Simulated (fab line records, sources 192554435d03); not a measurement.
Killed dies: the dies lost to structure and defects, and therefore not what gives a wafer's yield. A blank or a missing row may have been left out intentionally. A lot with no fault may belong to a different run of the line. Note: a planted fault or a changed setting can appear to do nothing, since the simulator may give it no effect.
Lot-split experiment || flow n5 finfet || 39 wafers read across 7 lots, on a route 1938 steps long

## ON THE SPLIT
At N5_MIM_BOT_ETCH_ETCH_00 (etches TiN in Cl2/BCl3, target depth 45.5 nm), the setting target depth a was moved away from the recipe's 455 angstrom on 12 of the 39 wafers read, by -55.1% to +36.2%. All remaining wafers had this setting at the recipe value.

Reading taken at the split's own step.

## THE READING
MIM_BOT_ETCH.cd offset nm (the simulator's own value, which no gauge read), in nm, at N5_MIM_BOT_ETCH_ETCH_00 (etches TiN in Cl2/BCl3, target depth 45.5 nm). There is no usual value for it anywhere in the file. Here, 27 wafers ran the recipe; their average is -0.1 nm with a standard deviation of 0.22 nm.

{"wafer": "L074.2", "tool, chamber at the split": "rie metal-01, 0", "target depth a as run, angstrom": 455, "against the recipe": "recipe", "MIM_BOT_ETCH.cd offset nm, nm": 0.2, "against lot-mates on the recipe": "-"}
{"wafer": "L074.3", "tool, chamber at the split": "rie metal-01, 1", "target depth a as run, angstrom": 455, "against the recipe": "recipe", "MIM_BOT_ETCH.cd offset nm, nm": -0.2, "against lot-mates on the recipe": "-"}
{"wafer": "L074.5", "tool, chamber at the split": "rie metal-01, 1", "target depth a as run, angstrom": 455, "against the recipe": "recipe", "MIM_BOT_ETCH.cd offset nm, nm": -0.4, "against lot-mates on the recipe": "-"}
{"wafer": "L075.1", "tool, chamber at the split": "rie metal-03, 1", "target depth a as run, angstrom": 455, "against the recipe": "recipe", "MIM_BOT_ETCH.cd offset nm, nm": -0.2, "against lot-mates on the recipe": "-"}
{"wafer": "L075.2", "tool, chamber at the split": "rie metal-03, 0", "target depth a as run, angstrom": 619.5, "against the recipe": "+36.2%", "MIM_BOT_ETCH.cd offset nm, nm": -1, "against lot-mates on the recipe": -0.7}
{"wafer": "L075.3", "tool, chamber at the split": "rie metal-03, 0", "target depth a as run, angstrom": 455, "against the recipe": "recipe", "MIM_BOT_ETCH.cd offset nm, nm": -0.4, "against lot-mates on the recipe": "-"}
{"wafer": "L075.4", "tool, chamber at the split": "rie metal-03, 1", "target depth a as run, angstrom": 619.5, "against the recipe": "+36.2%", "MIM_BOT_ETCH.cd offset nm, nm": -0.8, "against lot-mates on the recipe": -0.5}
{"wafer": "L075.5", "tool, chamber at the split": "rie metal-03, 0", "target depth a as run, angstrom": 619.5, "against the recipe": "+36.2%", "MIM_BOT_ETCH.cd offset nm, nm": -1.2, "against lot-mates on the recipe": -0.9}
{"wafer": "L075.6", "tool, chamber at the split": "rie metal-03, 1", "target depth a as run, angstrom": 455, "against the recipe": "recipe", "MIM_BOT_ETCH.cd offset nm, nm": -0.2, "against lot-mates on the recipe": "-"}
{"wafer": "L077.1", "tool, chamber at the split": "rie metal-03, 1", "target depth a as run, angstrom": 455, "against the recipe": "recipe", "MIM_BOT_ETCH.cd offset nm, nm": 0, "against lot-mates on the recipe": "-"}
{"wafer": "L077.2", "tool, chamber at the split": "rie metal-03, 0", "target depth a as run, angstrom": 455, "against the recipe": "recipe", "MIM_BOT_ETCH.cd offset nm, nm": -0.2, "against lot-mates on the recipe": "-"}
{"wafer": "L077.3", "tool, chamber at the split": "rie metal-03, 1", "target depth a as run, angstrom": 455, "against the recipe": "recipe", "MIM_BOT_ETCH.cd offset nm, nm": 0.4, "against lot-mates on the recipe": "-"}
{"wafer": "L077.4", "tool, chamber at the split": "rie metal-03, 0", "target depth a as run, angstrom": 455, "against the recipe": "recipe", "MIM_BOT_ETCH.cd offset nm, nm": -0.4, "against lot-mates on the recipe": "-"}
{"wafer": "L077.5", "tool, chamber at the split": "rie metal-03, 0", "target depth a as run, angstrom": 455, "against the recipe": "recipe", "MIM_BOT_ETCH.cd offset nm, nm": -0.4, "against lot-mates on the recipe": "-"}
{"wafer": "L077.6", "tool, chamber at the split": "rie metal-03, 1", "target depth a as run, angstrom": 455, "against the recipe": "recipe", "MIM_BOT_ETCH.cd offset nm, nm": 0, "against lot-mates on the recipe": "-"}
{"wafer": "L079.1", "tool, chamber at the split": "rie metal-03, 1", "target depth a as run, angstrom": 455, "against the recipe": "recipe", "MIM_BOT_ETCH.cd offset nm, nm": -0.4, "against lot-mates on the recipe": "-"}
{"wafer": "L079.2", "tool, chamber at the split": "rie metal-03, 0", "target depth a as run, angstrom": 232.1, "against the recipe": "-49.0%", "MIM_BOT_ETCH.cd offset nm, nm": 0.6, "against lot-mates on the recipe": "+0.9"}
{"wafer": "L079.3", "tool, chamber at the split": "rie metal-03, 0", "target depth a as run, angstrom": 232.1, "against the recipe": "-49.0%", "MIM_BOT_ETCH.cd offset nm, nm": 0.6, "against lot-mates on the recipe": "+0.9"}
{"wafer": "L079.4", "tool, chamber at the split": "rie metal-03, 1", "target depth a as run, angstrom": 455, "against the recipe": "recipe", "MIM_BOT_ETCH.cd offset nm, nm": 0, "against lot-mates on the recipe": "-"}
{"wafer": "L079.5", "tool, chamber at the split": "rie metal-03, 0", "target depth a as run, angstrom": 455, "against the recipe": "recipe", "MIM_BOT_ETCH.cd offset nm, nm": -0.4, "against lot-mates on the recipe": "-"}
{"wafer": "L079.6", "tool, chamber at the split": "rie metal-03, 1", "target depth a as run, angstrom": 232.1, "against the recipe": "-49.0%", "MIM_BOT_ETCH.cd offset nm, nm": 1, "against lot-mates on the recipe": "+1.3"}
{"wafer": "L085.1", "tool, chamber at the split": "rie metal-01, 0", "target depth a as run, angstrom": 204.3, "against the recipe": "-55.1%", "MIM_BOT_ETCH.cd offset nm, nm": 1, "against lot-mates on the recipe": "+1.0"}
{"wafer": "L085.2", "tool, chamber at the split": "rie metal-01, 1", "target depth a as run, angstrom": 455, "against the recipe": "recipe", "MIM_BOT_ETCH.cd offset nm, nm": 0, "against lot-mates on the recipe": "-"}
{"wafer": "L085.3", "tool, chamber at the split": "rie metal-01, 0", "target depth a as run, angstrom": 455, "against the recipe": "recipe", "MIM_BOT_ETCH.cd offset nm, nm": 0.2, "against lot-mates on the recipe": "-"}
{"wafer": "L085.4", "tool, chamber at the split": "rie metal-01, 1", "target depth a as run, angstrom": 204.3, "against the recipe": "-55.1%", "MIM_BOT_ETCH.cd offset nm, nm": 1.4, "against lot-mates on the recipe": "+1.4"}
{"wafer": "L085.5", "tool, chamber at the split": "rie metal-01, 1", "target depth a as run, angstrom": 455, "against the recipe": "recipe", "MIM_BOT_ETCH.cd offset nm, nm": -0.2, "against lot-mates on the recipe": "-"}
{"wafer": "L085.6", "tool, chamber at the split": "rie metal-01, 0", "target depth a as run, angstrom": 204.3, "against the recipe": "-55.1%", "MIM_BOT_ETCH.cd offset nm, nm": 1, "against lot-mates on the recipe": "+1.0"}
{"wafer": "L091.1", "tool, chamber at the split": "rie metal-01, 1", "target depth a as run, angstrom": 455, "against the recipe": "recipe", "MIM_BOT_ETCH.cd offset nm, nm": 0, "against lot-mates on the recipe": "-"}
{"wafer": "L091.2", "tool, chamber at the split": "rie metal-01, 1", "target depth a as run, angstrom": 455, "against the recipe": "recipe", "MIM_BOT_ETCH.cd offset nm, nm": 0, "against lot-mates on the recipe": "-"}
{"wafer": "L091.3", "tool, chamber at the split": "rie metal-01, 1", "target depth a as run, angstrom": 455, "against the recipe": "recipe", "MIM_BOT_ETCH.cd offset nm, nm": -0.2, "against lot-mates on the recipe": "-"}
{"wafer": "L091.5", "tool, chamber at the split": "rie metal-01, 1", "target depth a as run, angstrom": 455, "against the recipe": "recipe", "MIM_BOT_ETCH.cd offset nm, nm": -0.2, "against lot-mates on the recipe": "-"}
{"wafer": "L091.4", "tool, chamber at the split": "rie metal-01, 1", "target depth a as run, angstrom": 455, "against the recipe": "recipe", "MIM_BOT_ETCH.cd offset nm, nm": -0.2, "against lot-mates on the recipe": "-"}
{"wafer": "L091.6", "tool, chamber at the split": "rie metal-01, 1", "target depth a as run, angstrom": 455, "against the recipe": "recipe", "MIM_BOT_ETCH.cd offset nm, nm": -0.2, "against lot-mates on the recipe": "-"}
{"wafer": "L094.1", "tool, chamber at the split": "rie metal-01, 1", "target depth a as run, angstrom": 541.3, "against the recipe": "+19.0%", "MIM_BOT_ETCH.cd offset nm, nm": -0.8, "against lot-mates on the recipe": -0.9}
{"wafer": "L094.2", "tool, chamber at the split": "rie metal-01, 1", "target depth a as run, angstrom": 455, "against the recipe": "recipe", "MIM_BOT_ETCH.cd offset nm, nm": -0.2, "against lot-mates on the recipe": "-"}
{"wafer": "L094.3", "tool, chamber at the split": "rie metal-01, 1", "target depth a as run, angstrom": 541.3, "against the recipe": "+19.0%", "MIM_BOT_ETCH.cd offset nm, nm": -0.4, "against lot-mates on the recipe": -0.5}
{"wafer": "L094.4", "tool, chamber at the split": "rie metal-01, 1", "target depth a as run, angstrom": 541.3, "against the recipe": "+19.0%", "MIM_BOT_ETCH.cd offset nm, nm": -0.6, "against lot-mates on the recipe": -0.7}
{"wafer": "L094.5", "tool, chamber at the split": "rie metal-01, 1", "target depth a as run, angstrom": 455, "against the recipe": "recipe", "MIM_BOT_ETCH.cd offset nm, nm": 0.2, "against lot-mates on the recipe": "-"}
{"wafer": "L094.6", "tool, chamber at the split": "rie metal-01, 1", "target depth a as run, angstrom": 455, "against the recipe": "recipe", "MIM_BOT_ETCH.cd offset nm, nm": 0.2, "against lot-mates on the recipe": "-"}

FIT RESULTS
A straight line over all 39 wafers: MIM_BOT_ETCH.cd offset nm changes by -0.0215 nm for each +1% of target depth a; r = -0.92; the points scatter about the line by 0.22 nm.
The same after taking each lot's own level away (the mean of its wafers on the recipe; 39 wafers): -0.0214 nm for each +1%; r = -0.93; scatter 0.21 nm.
On that fit, the largest move of target depth a shifts the reading by 1.2 nm.
From -0.27 to 0.07 nm: that is the span of the lots' own levels, equal to 1.5 times the standard deviation above.
The two slopes are in agreement: the lot-to-lot level therefore moves the slope only a little.
Check: +1.18 nm against its lot-mates is what the line predicts for one of the wafers moved furthest among these (-55.1%) when that wafer is left out of the fit. Against them it came out at +1 nm.

## THESE WAFERS: OTHER SPLITS
Other splits were also applied to these wafers ahead of the reading. Each is held against what the fit with the lots' levels taken away leaves over:
{"other split on the same wafers": "N5_BEOL_M15_TRENCH_ETCH_34 target depth a", "wafers away from the commonest value": 9, "r with MIM_BOT_ETCH.cd offset nm (lot level and that fit taken away)": "+0.21"}

## THE WHOLE CHAIN: every reading that the file lists as answering this split, in the file's order
{"step": "N5_MIM_BOT_ETCH_ETCH_00", "what it does": "etches TiN in Cl2/BCl3, target depth 45.5 nm", "reading": "etch.depth nm (the simulator's own value, which no gauge read)", "change (the file's fit)": "+0.464 nm for each +1% of the setting", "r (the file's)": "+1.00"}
{"step": "N5_MIM_BOT_ETCH_ETCH_00", "what it does": "etches TiN in Cl2/BCl3, target depth 45.5 nm", "reading": "MIM_BOT_ETCH.cd offset nm (the simulator's own value, which no gauge read)", "change (the file's fit)": "-0.0212 nm for each +1% of the setting", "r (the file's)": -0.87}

## THE FILE'S OWN FIT
MIM_BOT_ETCH.cd offset nm changes by -0.0212 nm for each +1% of target depth a, r = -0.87.
